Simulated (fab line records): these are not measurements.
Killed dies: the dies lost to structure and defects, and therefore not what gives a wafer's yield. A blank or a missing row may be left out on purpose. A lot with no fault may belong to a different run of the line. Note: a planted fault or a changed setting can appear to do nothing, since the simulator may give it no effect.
Chamber matching :: flow n5-finfet :: cmp-01 running N5_ILD0_CMP_12: 4 sister chambers
The step polishes SiNx, stops on poly-Si, t overpolish 6 s, target thk 17.67 nm. 4 wafers are shown with their chamber, then 10 later ones without.

== WAFERS, EACH WITH ITS CHAMBER ==
wafer: L087.2
chamber: 3
motor-current-A (A): 9.0

wafer: L088.3
chamber: 2
motor-current-A (A): 10.5

wafer: L090.1
chamber: 0
motor-current-A (A): 9.4

wafer: L090.2
chamber: 1
motor-current-A (A): 11.2

== WAFERS WITHOUT THEIR CHAMBER ==
wafer: L090.3
motor-current-A (A): 9.8

wafer: L091.1
motor-current-A (A): 10.3

wafer: L091.2
motor-current-A (A): 9.3

wafer: L091.5
motor-current-A (A): 9.7

wafer: L093.1
motor-current-A (A): 9.1

wafer: L093.2
motor-current-A (A): 10.3

wafer: L093.5
motor-current-A (A): 9.4

wafer: L096.1
motor-current-A (A): 10.4

wafer: L096.2
motor-current-A (A): 10.3

wafer: L096.6
motor-current-A (A): 9.9

== THE CHAMBER EACH PASSED THROUGH ==
wafer: L090.3
from the rows above: can't be placed: 0 or 2 or 3
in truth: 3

wafer: L091.1
from the rows above: 2
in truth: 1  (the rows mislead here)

wafer: L091.2
from the rows above: can't be placed: 0 or 3
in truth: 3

wafer: L091.5
from the rows above: can't be placed: 0 or 3 or 2
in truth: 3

wafer: L093.1
from the rows above: can't be placed: 3 or 0
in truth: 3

wafer: L093.2
from the rows above: 2
in truth: 2

wafer: L093.5
from the rows above: can't be placed: 0 or 3
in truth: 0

wafer: L096.1
from the rows above: 2
in truth: 2

wafer: L096.2
from the rows above: 2
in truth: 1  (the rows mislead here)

wafer: L096.6
from the rows above: can't be placed: 0 or 2 or 3
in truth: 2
Correctly placed: 2 of 10. Cannot be placed on the basis of these rows: 6; the candidates contain the true chamber in 6. Wrongly placed: 2.
How it was worked out, from the rows above alone: a wafer's distance from a chamber is the root of the sum, over the readings, of the square of ((its reading less the chamber's mean) divided by the reading's scatter). If the next closest chamber is less than 2 further off than the closest, the wafer can't be placed; otherwise it belongs to the closest. The mean given for a chamber averages the wafers shown for that chamber. The scatter: root of mean squared gap, hidden wafer to nearest shown wafer, with one shown wafer a chamber.
